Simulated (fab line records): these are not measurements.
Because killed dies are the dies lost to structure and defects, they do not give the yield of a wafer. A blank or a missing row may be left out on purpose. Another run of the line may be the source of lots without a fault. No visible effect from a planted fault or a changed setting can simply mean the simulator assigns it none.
fab line records	flow nandHarc
record lots=6	wafers=14	lastDay=34
route steps=1302 shown A_CHANNEL_HOLE_D1@480 A_CHANNEL_FILL_D1@490 A_DECK1_JOINT@518 END@1301
lots that met no fault: taken from a fault-free run of the same line
startH: hours from the record's first day to the start of the lot's first wafer shown	waitH: hours elapsed since this lot's preceding step	" the same as in the row above	L1.1+2: a single row standing in for several wafers	- no value, or no start was given	* or withheld: withheld	< > ~ a bound
route shown NAME@n: a module of which the file shows steps, and the number in the route of the first	usual: mean and standard deviation over wafers with no fault	same: alike in all rows	chamber/n: place in a boat	sites: readings site by site	_std_site: the standard deviation of these	_edge_site: inner sites' mean taken away from outer sites' mean	radiusMm: for every site, how far away it sits from the centre of the wafer	mask NAME#n: copy n	behind: the last tool/chamber to shape the wafer	hold: why the lot was held/for how many hours/how that ended	device: the transistor (n, p or np) that didn't switch	end of line: tests of these same wafers at the route's end	for a step that has no rows: nothing shown but its recipe	killed: the dies lost at the first sort to structure and to defects; this is not the yield of the wafer	map: shows each die of a wafer: x if killed, . if not, _ if none is there
set.NAME: setting as actually run; set.NAME@STEP: the setting as run at that earlier step	model.NAME: the simulator's own value behind a step, which no gauge read
certain route steps with their lots: each step a table, each wafer a row
services: a tool's chamber out of use, with start hour (startH, from the record's first day; less than 0 if before it), hours out, and reason
## steps
# step NHARC_A_CHANNEL_HOLE_D1_STRIP_41
# recipe n2FlowSccm=150	h2FlowSccm=150	arFlowSccm=0	biasW=0	chemistry=N2/H2
# step NHARC_A_CHANNEL_HOLE_D1_STRIP_42
# recipe cf4FlowSccm=100	chf3FlowSccm=30	arFlowSccm=0	biasW=0	chemistry=CF4/CHF3
# step NHARC_A_CHANNEL_HOLE_D1_STRIP_43
# recipe o2FlowSccm=400	cosFlowSccm=20	arFlowSccm=0	biasW=0	chemistry=O2/COS
# step NHARC_A_CHANNEL_HOLE_D1_ETCH_44
# recipe targetDepthA=1400	overetchA=140	timeS=77	ionEnergyEv=100	cf4FlowSccm=80	o2FlowSccm=20	arFlowSccm=0	rfW=300	biasW=100	chemistry=CF4/O2
# step NHARC_A_CHANNEL_HOLE_D1_STRIP_27
# recipe o2FlowSccm=500	arFlowSccm=0	biasW=0	chemistry=O2
# step NHARC_A_CHANNEL_HOLE_D1_PRECLEAN_28
# recipe timeS=*	tempC=50	bathAgeMin=0	chemistry=SC1
# step NHARC_A_CHANNEL_HOLE_D1_SRD_29
# step NHARC_A_CHANNEL_HOLE_D1_CD_MEAS_30
# usual cdNm=90.0/1.3
lot.wafer	tool	chamber	startH	waitH	cdNm
L408.1	cdSem-02	-	226.26	-	87.3
L408.4	"	-	"	"	91.7
L408.5	"	-	"	"	89.3
L410.1	cdSem-02	-	251.22	-	89.8
L410.2	"	-	"	"	89.3
L410.5	"	-	"	"	90.1
L420.4	cdSem-02	-	349.05	-	87.8
L422.5	cdSem-02	-	371.27	-	89.3
L424.3	cdSem-02	-	400.08	-	90.4
L424.4	"	-	"	"	92.8
L424.6	"	-	"	"	89.5
L426.2	cdSem-02	-	409.79	-	87.7
L426.5	"	-	"	"	90.9
L426.6	"	-	"	"	88.7
# step NHARC_A_CHANNEL_HOLE_D1_XSEM_31
# recipe landingEnergyEv=35000
# step NHARC_A_CHANNEL_HOLE_D1_INSPECT_40
# usual rawDefectCount=80/26
lot.wafer	tool	chamber	startH	waitH	rawDefectCount
L408.1	defectInspect-01	-	226.45	-	60
L408.4	"	-	"	"	69
L408.5	"	-	"	"	42
L410.1	defectInspect-02	-	251.41	-	103
L410.2	"	-	"	"	125
L410.5	"	-	"	"	122
L420.4	defectInspect-02	-	349.23	-	44
L422.5	defectInspect-02	-	371.45	-	154
L424.3	defectInspect-02	-	400.27	-	81
L424.4	"	-	"	"	62
L424.6	"	-	"	"	50
L426.2	defectInspect-01	-	409.98	-	102
L426.5	"	-	"	"	74
L426.6	"	-	"	"	73
# step NHARC_A_CHANNEL_FILL_D1_PRECLEAN_00
# recipe timeS=*	tempC=50	bathAgeMin=0	chemistry=SC1
# step NHARC_A_CHANNEL_FILL_D1_SRD_01
# step NHARC_A_CHANNEL_FILL_D1_ALD_02
# recipe targetThkA=60	pulseTimeS=10	aldCycles=60	tempC=300	material=SiO2
# usual aldCycles=60/0	heaterPowerW=450/49	precursorPulseHeightRel=1.001/0.02
# same pulseTimeS=10
lot.wafer	tool	chamber	startH	waitH	aldCycles	heaterPowerW	precursorPulseHeightRel
L408.1	aldHk-02	2	226.71	-	60	401	0.993
L408.4	"	0	"	"	60	412	0.988
L408.5	"	2	"	"	60	390	0.964
L410.1	aldHk-04	2	251.61	-	60	424	0.994
L410.2	"	1	"	"	60	533	1.022
L410.5	"	3	"	"	60	511	1.016
L420.4	aldHk-04	0	349.43	-	27	498	0.976
L422.5	aldHk-04	0	372.01	-	27	503	1.017
L424.3	aldHk-02	2	400.76	-	60	384	1.004
L424.4	"	3	"	"	60	468	0.998
L424.6	"	1	"	"	60	524	1.009
L426.2	aldHk-01	1	410.39	-	60	410	0.987
L426.6	"	2	"	"	60	456	0.991
L426.5	"	3	"	"	60	432	0.976
# step NHARC_A_CHANNEL_FILL_D1_ALD_03
# recipe targetThkA=60	pulseTimeS=60	aldCycles=58	tempC=630	pressureTorr=2	material=SiNx
# step NHARC_A_CHANNEL_FILL_D1_ALD_14
# recipe targetThkA=25	pulseTimeS=10	aldCycles=25	tempC=300	material=SiO2
# step NHARC_A_CHANNEL_FILL_D1_ALD_15
# recipe targetThkA=20	pulseTimeS=60	aldCycles=19	tempC=630	pressureTorr=2	material=SiNx
# step NHARC_A_CHANNEL_FILL_D1_ALD_16
# recipe targetThkA=15	pulseTimeS=10	aldCycles=15	tempC=300	material=SiO2
# step NHARC_A_CHANNEL_FILL_D1_ANNEAL_17
# recipe tempC=850	timeS=1800
# step NHARC_A_CHANNEL_FILL_D1_CVD_18
# recipe targetThkA=30	tempC=550	material=poly-Si
# step NHARC_A_CHANNEL_FILL_D1_ETCHBACK_19
# recipe targetDepthA=50	timeS=1.7	hbrFlowSccm=150	cl2FlowSccm=50	rfW=400	icpW=400	biasW=100	chemistry=HBr/Cl2
# usual drypumpMotorCurrentA=5.9/0.41	hbrFlowSccm=150.0/0.49	oesProductAu=1.000/0.0086	throttleValvePct=26.406/0.0096
lot.wafer	tool	chamber	startH	waitH	drypumpMotorCurrentA	hbrFlowSccm	oesProductAu	rfHoursCounterH	throttleValvePct
L408.1	rieSi-01	2	251.60	0.4	6.0	151.1	0.985	0.26	26.409
L408.4	"	0	"	"	5.4	150.0	1.007	0.31	26.404
L408.5	"	2	"	"	5.9	150.9	0.985	-	26.401
L410.2	rieSi-01	2	275.48	0.4	6.0	150.1	1.001	0.34	26.401
L410.1	"	0	"	"	5.5	150.7	1.006	0.37	26.405
L410.5	"	2	"	"	6.0	150.3	0.998	-	26.394
L420.4	rieSi-06	3	373.88	0.4	6.3	150.3	0.983	0.71	26.410
L422.5	rieSi-04	0	395.71	0.4	5.7	150.5	0.990	-	26.402
L424.3	rieSi-01	0	424.50	0.4	5.5	149.8	1.025	0.21	26.390
L424.4	"	3	"	"	6.2	149.7	1.005	0.27	26.408
L424.6	"	0	"	"	5.4	150.2	1.025	-	26.412
L426.2	rieSi-04	0	434.28	0.4	5.7	150.1	0.996	0.56	26.406
L426.5	"	1	"	"	6.2	150.0	1.008	-	26.401
L426.6	"	2	"	"	5.0	150.0	0.991	-	26.391
# step NHARC_A_CHANNEL_FILL_D1_ETCHBACK_20
# recipe targetDepthA=270	timeS=13.5	c4f8FlowSccm=withheld	o2FlowSccm=8	arFlowSccm=withheld	rfW=600	biasW=1500	chemistry=C4F8/O2/Ar
# usual oesProductAu=0.95/0.037	rfVppV=983/3.6
lot.wafer	tool	chamber	startH	waitH	oesProductAu	rfHoursCounterH	rfVppV
L408.4	rieDiel-06	0	251.73	-	0.94	5.0	981
L408.1	"	2	"	"	0.94	5.4	984
L408.5	"	3	"	"	0.93	-	981
L410.1	rieDiel-07	1	275.59	-	0.94	7.8	986
L410.2	"	2	"	"	0.93	8.1	987
L410.5	"	2	"	"	0.92	-	988
L420.4	rieDiel-07	0	374.04	-	1.00	4.9	981
L422.5	rieDiel-03	3	395.83	-	0.93	-	977
L424.4	rieDiel-03	3	424.64	-	0.92	6.7	975
L424.3	"	1	"	"	0.93	5.8	984
L424.6	"	2	"	"	0.94	-	988
L426.2	rieDiel-06	2	434.38	-	0.92	5.7	983
L426.5	"	1	"	"	0.92	-	982
L426.6	"	2	"	"	0.91	-	983
# step NHARC_A_CHANNEL_FILL_D1_STRIP_28
# recipe timeS=20	o2FlowSccm=500	arFlowSccm=0	biasW=0	chemistry=O2
# usual drypumpMotorCurrentA=5.8/0.4	oesProductAu=0.998/0.0096	rfVppV=58.1/0.92	showerheadPlenumPTorr=3.64/0.088	throttleValvePct=17.037/0.0085
lot.wafer	tool	chamber	startH	waitH	drypumpMotorCurrentA	oesProductAu	rfHoursCounterH	rfVppV	showerheadPlenumPTorr	throttleValvePct
L408.4	rieDiel-06	3	251.81	0.1	5.8	0.983	4.8	59.5	3.62	17.035
L408.1	"	0	"	"	6.3	1.007	5.0	59.4	3.64	17.030
L408.5	"	3	"	"	5.8	1.001	-	58.4	3.62	17.030
L410.1	rieDiel-07	1	275.69	0.1	5.7	1.007	7.9	57.2	3.66	17.026
L410.2	"	3	"	"	6.2	0.983	8.2	57.0	3.70	17.036
L410.5	"	0	"	"	6.0	0.971	-	57.3	3.60	17.029
L420.4	rieDiel-07	0	374.11	0.1	6.0	0.977	4.9	58.7	3.59	17.041
L422.5	rieDiel-03	2	395.90	0.1	6.1	1.008	-	58.4	3.78	17.029
L424.4	rieDiel-03	3	424.72	0.1	5.7	0.997	6.7	59.0	3.49	17.044
L424.3	"	1	"	"	6.0	0.993	5.8	59.2	3.68	17.014
L424.6	"	3	"	"	5.7	0.998	-	57.6	3.49	17.028
L426.2	rieDiel-06	3	434.46	0.1	5.7	0.991	5.8	58.5	3.62	17.042
L426.6	"	2	"	"	5.2	0.995	-	58.0	3.65	17.028
L426.5	"	3	"	"	5.8	0.972	-	58.5	3.62	17.048
# step NHARC_A_CHANNEL_FILL_D1_PRECLEAN_21
# recipe timeS=30	chemistry=dHF
# step NHARC_A_CHANNEL_FILL_D1_SRD_23
# step NHARC_A_CHANNEL_FILL_D1_CVD_05
# recipe targetThkA=50	tempC=550	material=poly-Si
# step NHARC_A_CHANNEL_FILL_D1_ANNEAL_22
# recipe tempC=620	timeS=7200
# step NHARC_A_CHANNEL_FILL_D1_ALD_25
# recipe targetThkA=600	pulseTimeS=10	aldCycles=600	tempC=300	material=SiOx
# step NHARC_A_CHANNEL_FILL_D1_ETCHBACK_08
# recipe targetDepthA=2200	timeS=110	c4f8FlowSccm=20	arFlowSccm=withheld	rfW=600	biasW=300	chemistry=C4F8
# usual oesProductAu=0.95/0.038	rfVppV=442.7/1.6
lot.wafer	tool	chamber	startH	waitH	oesProductAu	rfHoursCounterH	rfVppV
L408.4	rieDiel-06	0	-	-	0.93	6.2	443.1
L408.1	"	2	"	"	0.93	6.9	443.7
L408.5	"	0	"	"	0.93	-	442.1
L410.2	rieDiel-07	2	-	-	0.91	9.6	446.6
L410.1	"	1	"	"	0.93	9.1	442.8
L410.5	"	2	"	"	0.92	-	446.0
L420.4	rieDiel-07	0	-	-	0.90	6.2	442.4
L422.5	rieDiel-07	0	-	-	0.93	-	442.6
L424.4	rieDiel-07	0	-	-	1.00	9.1	441.8
L424.3	"	2	"	"	1.01	9.5	445.4
L424.6	"	1	"	"	1.02	-	442.7
L426.2	rieDiel-07	3	-	-	0.93	10.2	444.4
L426.6	"	1	"	"	0.94	-	442.4
L426.5	"	2	"	"	0.92	-	444.9
# step NHARC_A_CHANNEL_FILL_D1_STRIP_29
# recipe timeS=20	o2FlowSccm=500	arFlowSccm=0	biasW=0	chemistry=O2
# usual drypumpMotorCurrentA=5.8/0.4	oesProductAu=0.998/0.0097	rfVppV=57.9/0.82	showerheadPlenumPTorr=3.64/0.08	throttleValvePct=17.036/0.009
lot.wafer	tool	chamber	startH	waitH	drypumpMotorCurrentA	oesProductAu	rfHoursCounterH	rfVppV	showerheadPlenumPTorr	throttleValvePct
L408.1	rieDiel-06	1	-	-	6.3	0.987	6.6	58.0	3.64	17.033
L408.4	"	2	"	"	5.2	0.997	6.9	57.9	3.65	17.040
L408.5	"	0	"	"	6.3	1.003	-	59.9	3.64	17.036
L410.2	rieDiel-07	0	-	-	6.0	0.983	9.2	57.2	3.60	17.042
L410.1	"	3	"	"	6.2	0.999	9.7	59.4	3.70	17.045
L410.5	"	0	"	"	6.0	0.975	-	57.0	3.60	17.010
L420.4	rieDiel-07	3	-	-	6.2	0.997	6.7	57.8	3.69	17.029
L422.5	rieDiel-07	0	-	-	6.0	0.997	-	57.5	3.59	17.035
L424.4	rieDiel-07	3	-	-	6.2	1.014	9.8	58.1	3.69	17.043
L424.3	"	0	"	"	6.0	0.998	9.2	56.8	3.59	17.028
L424.6	"	3	"	"	6.2	1.014	-	56.6	3.69	17.027
L426.2	rieDiel-07	1	-	-	5.7	1.013	9.3	56.8	3.65	17.043
L426.5	"	0	"	"	6.0	0.995	-	57.5	3.59	17.014
L426.6	"	1	"	"	5.7	1.016	-	58.8	3.65	17.044
# step NHARC_A_CHANNEL_FILL_D1_PRECLEAN_30
# recipe timeS=30	chemistry=dHF
# step NHARC_A_CHANNEL_FILL_D1_SRD_31
# step NHARC_A_CHANNEL_FILL_D1_CVD_09
# recipe targetThkA=1500	tempC=620	pressureMtorr=200	timeS=3000	material=poly-Si
# step NHARC_A_CHANNEL_FILL_D1_CMP_10
# recipe targetThkNm=150
# step NHARC_A_CHANNEL_FILL_D1_SRD_12
# step NHARC_A_CHANNEL_FILL_D1_INSPECT_13
# usual rawDefectCount=315/110
lot.wafer	tool	chamber	startH	waitH	rawDefectCount
L408.1	defectInspect-02	-	280.31	0.0	212
L408.4	"	-	"	"	206
L408.5	"	-	"	"	492
L410.1	defectInspect-02	-	299.30	0.0	518
L410.2	"	-	"	"	481
L410.5	"	-	"	"	616
L420.4	defectInspect-01	-	398.86	0.0	167
L422.5	defectInspect-02	-	420.69	0.0	273
L424.3	defectInspect-02	-	448.32	0.0	265
L424.4	"	-	"	"	284
L424.6	"	-	"	"	157
L426.2	defectInspect-01	-	462.06	0.0	167
L426.5	"	-	"	"	261
L426.6	"	-	"	"	282
# step NHARC_A_DECK1_JOINT_ETCHBACK_07
# recipe targetDepthA=1050	timeS=26.9	hbrFlowSccm=150	rfW=350	icpW=350	biasW=60	chemistry=HBr
# step NHARC_A_DECK1_JOINT_ETCH_25
# recipe targetDepthA=5	chemistry=dHF	material=SiO2
# step NHARC_A_DECK1_JOINT_ETCH_19
# recipe tempC=25	targetDepthA=30	chemistry=TMAH	material=poly-Si
# step NHARC_A_DECK1_JOINT_ETCH_18
# recipe targetDepthA=30	chemistry=dHF	material=SiO2
# step NHARC_END_WLT_00
# usual VT_DECK1_BOTTOM=0.871/0.0069	VT_DECK1_BOTTOM_INNER=0.871/0.0077	VT_DECK1_MEDIAN_NEAR_BOTTOM=0.872/0.0076	VT_DECK1_MEDIAN_NEAR_BOTTOM_INNER=0.872/0.0075	VT_DECK1_MIDDLE=0.883/0.0076	VT_DECK1_MIDDLE_INNER=0.884/0.0072	VT_DECK1_TOP=0.895/0.0072	VT_DECK1_TOP_INNER=0.895/0.0075	VT_DECK2_BOTTOM=0.873/0.0079	VT_DECK2_BOTTOM_INNER=0.872/0.0076	VT_DECK2_MEDIAN_NEAR_BOTTOM=0.873/0.0082	VT_DECK2_MEDIAN_NEAR_BOTTOM_INNER=0.874/0.0076	VT_DECK2_MIDDLE=0.886/0.0077	VT_DECK2_MIDDLE_INNER=0.885/0.0087	VT_DECK2_TOP=0.896/0.0081	VT_DECK2_TOP_INNER=0.897/0.0089
lot.wafer	tool	chamber	startH	waitH	VT_DECK1_BOTTOM	VT_DECK1_BOTTOM_INNER	VT_DECK1_MEDIAN_NEAR_BOTTOM	VT_DECK1_MEDIAN_NEAR_BOTTOM_INNER	VT_DECK1_MIDDLE	VT_DECK1_MIDDLE_INNER	VT_DECK1_TOP	VT_DECK1_TOP_INNER	VT_DECK2_BOTTOM	VT_DECK2_BOTTOM_INNER	VT_DECK2_MEDIAN_NEAR_BOTTOM	VT_DECK2_MEDIAN_NEAR_BOTTOM_INNER	VT_DECK2_MIDDLE	VT_DECK2_MIDDLE_INNER	VT_DECK2_TOP	VT_DECK2_TOP_INNER
L408.1	prober-01	-	594.38	0.0	0.870	0.874	0.867	0.867	0.892	0.879	0.899	0.901	0.870	0.884	0.882	0.876	0.882	0.888	0.900	0.900
L408.4	"	-	595.89	1.6	0.886	0.879	0.884	0.882	0.897	0.887	0.914	0.905	0.864	0.869	0.869	0.872	0.892	0.880	0.890	0.898
L408.5	"	-	"	"	0.868	0.871	0.873	0.878	0.884	0.892	0.903	0.904	0.870	0.869	0.872	0.860	0.884	0.891	0.893	0.902
L410.1	prober-02	-	619.28	0.1	0.873	0.872	0.873	0.873	0.873	0.878	0.890	0.894	0.875	0.883	0.877	0.876	0.895	0.889	0.900	0.907
L410.2	"	-	"	"	0.864	0.872	0.871	0.873	0.878	0.887	0.892	0.887	0.884	0.880	0.877	0.872	0.888	0.894	0.910	0.909
L410.5	"	-	621.25	2.0	0.878	0.865	0.873	0.873	0.875	0.887	0.889	0.891	0.879	0.884	0.877	0.880	0.892	0.898	0.903	0.906
L420.4	prober-01	-	719.22	1.5	0.856	0.847	0.857	0.861	0.874	0.876	0.886	0.877	0.878	0.875	0.878	0.879	0.888	0.896	0.902	0.907
L422.5	prober-01	-	740.36	2.0	0.851	0.846	0.855	0.855	0.870	0.870	0.880	0.874	0.871	0.868	0.867	0.873	0.871	0.876	0.890	0.892
L424.3	prober-02	-	804.03	1.0	0.879	0.876	0.887	0.878	0.889	0.882	0.900	0.903	0.869	0.870	0.866	0.865	0.867	0.879	0.880	0.886
L424.4	"	-	"	"	0.879	0.880	0.879	0.883	0.890	0.888	0.900	0.899	0.872	0.872	0.866	0.870	0.882	0.881	0.880	0.890
L424.6	"	-	805.54	2.5	0.872	0.876	0.862	0.872	0.885	0.887	0.894	0.902	0.860	0.860	0.875	0.864	0.882	0.884	0.890	0.896
L426.2	prober-01	-	811.24	8.3	0.863	0.867	0.864	0.861	0.883	0.888	0.899	0.906	0.858	0.860	0.862	0.869	0.876	0.876	0.901	0.887
L426.5	"	-	812.75	9.8	0.882	0.870	0.874	0.875	0.878	0.890	0.896	0.893	0.866	0.859	0.858	0.869	0.877	0.877	0.893	0.881
L426.6	"	-	"	"	0.867	0.864	0.879	0.866	0.886	0.889	0.900	0.894	0.867	0.862	0.868	0.858	0.876	0.875	0.889	0.895
# step NHARC_END_SORT_01
# recipe tempC=25
# usual killedAtArray=52/17	killedAtOther=0.9/1.2	killedAtPeriphery=3.9/2.7	killedDies=57/16	killedOpen=3.3/1.9	killedShort=2.5/1.5
# same grossDies=677
lot.wafer	tool	chamber	startH	waitH	killedAtArray	killedAtOther	killedAtPeriphery	killedDies	killedOpen	killedShort
L408.1	prober-01	0	597.40	2.5	56	1	2	59	4	2
L408.4	prober-01	0	599.79	3.4	58	0	1	59	5	5
L408.5	prober-01	0	600.59	3.7	64	0	3	67	4	5
L420.4	prober-01	0	723.10	3.4	57	0	3	60	1	3
L422.5	prober-01	0	744.50	3.6	59	1	5	65	2	2
# killed by level:class
L408.1 A_CHANNEL_HOLE_D2:chamberFilmFlake=26 A_SLIT:chamberFilmFlake=21 A_CHANNEL_HOLE_D1:chamberFilmFlake=2 P_STI:geometricParticle:open=1 P_CONTACT:geometricParticle:short=1 A_DECK1_JOINT:geometricParticle:open=1 A_CONTACT:geometricParticle:open=1 A_M0:geometricParticle:short=1
L408.4 A_CHANNEL_HOLE_D2:chamberFilmFlake=31 A_SLIT:chamberFilmFlake=12 A_CHANNEL_HOLE_D1:geometricParticle:short=2 A_ONON_D2:geometricParticle:open=2 A_CHANNEL_HOLE_D1:chamberFilmFlake=2 A_STAIRCASE:chamberFilmFlake=2 P_GATE:geometricParticle:short=1 A_ONON_D1:geometricParticle:short=1
L408.5 A_CHANNEL_HOLE_D2:chamberFilmFlake=40 A_SLIT:chamberFilmFlake=13 A_CONTACT:chamberFilmFlake=2 P_GATE:geometricParticle:open=1 P_M1:geometricParticle:open=1 P_M2:geometricParticle:short=1 A_ONON_D1:geometricParticle:short=1 A_CHANNEL_FILL_D1:geometricParticle:short=1
L420.4 A_CHANNEL_HOLE_D2:chamberFilmFlake=17 A_STAIRCASE:chamberFilmFlake=11 A_CHANNEL_HOLE_D1:chamberFilmFlake=7 A_CONTACT:chamberFilmFlake=5 A_SLIT:chamberFilmFlake=5 A_BONDPAD:chamberFilmFlake=4 P_M2:chamberFilmFlake=2 A_WL_FILL:chamberFilmFlake=2
L422.5 A_CHANNEL_HOLE_D1:chamberFilmFlake=38 A_SLIT:chamberFilmFlake=12 A_CONTACT:chamberFilmFlake=3 P_M1:chamberFilmFlake=2 P_CONTACT:geometricParticle:open=1 A_ONON_D1:geometricParticle:short=1 A_CHANNEL_FILL_D1:geometricParticle:short=1 A_M0:geometricParticle:open=1
## services
tool	chamber	startH	hours	kind
aldHk-04	-	208.26	0.5	repair
rieDiel-06	-	210.26	0.9	repair
rieDiel-03	0	236.58	10.8	repair
rieDiel-07	1	237.54	1.3	repair
rieSi-01	2	239.97	2.9	repair
rieDiel-06	1	253.53	1.3	repair
aldHk-04	-	259.59	10.0	pm
rieDiel-03	1	269.49	1.3	repair
rieDiel-03	0	281.09	10.8	repair
rieDiel-03	-	281.30	9.0	pm
rieDiel-07	-	294.22	9.0	pm
rieDiel-06	-	307.20	9.0	pm
rieSi-01	1	310.74	9.8	repair
rieDiel-07	1	316.58	3.8	repair
rieSi-01	0	317.86	1.2	repair
aldHk-01	-	331.98	1.9	repair
rieSi-04	-	342.00	9.0	pm
rieDiel-07	3	346.40	2.0	repair
rieDiel-07	2	355.91	5.4	repair
rieSi-04	0	358.20	8.5	repair
rieSi-01	-	370.00	9.0	pm
rieDiel-03	1	396.94	3.4	repair
rieSi-01	-	404.95	7.2	repair
rieDiel-06	-	426.40	0.3	repair
## key
firstSign step=NHARC_A_CHANNEL_FILL_D1_ALD_02	reading=aldCycles	direction=down	sigmas=99+	usual=60	struck=27
effect step=NHARC_END_WLT_00	reading=VT_DECK1_TOP_INNER	direction=down	sigmas=2.6	usual=0.895	struck=0.876
metAt NHARC_A_CHANNEL_FILL_D1_ALD_02
struckWafers L420.4,L422.5
testerLeftOut L420,L422
fault kind=processParameterDrift	tool=aldHk-04	chamber=0	onsetH=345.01	steps=NHARC_A_CHANNEL_FILL_D1_ALD_02	channel=aldCycles	offset=-33	shape=step	endH=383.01	actsIn=theseRecipesOnly	stated=60
# testerLeftOut: of these lots the tester's yield and bins aren't shown, on N5 and GAA mostly nor the transistor test; their killed dies are dies lost to structure and defects alone, not to doping, threshold or leakage, so they don't give the yield
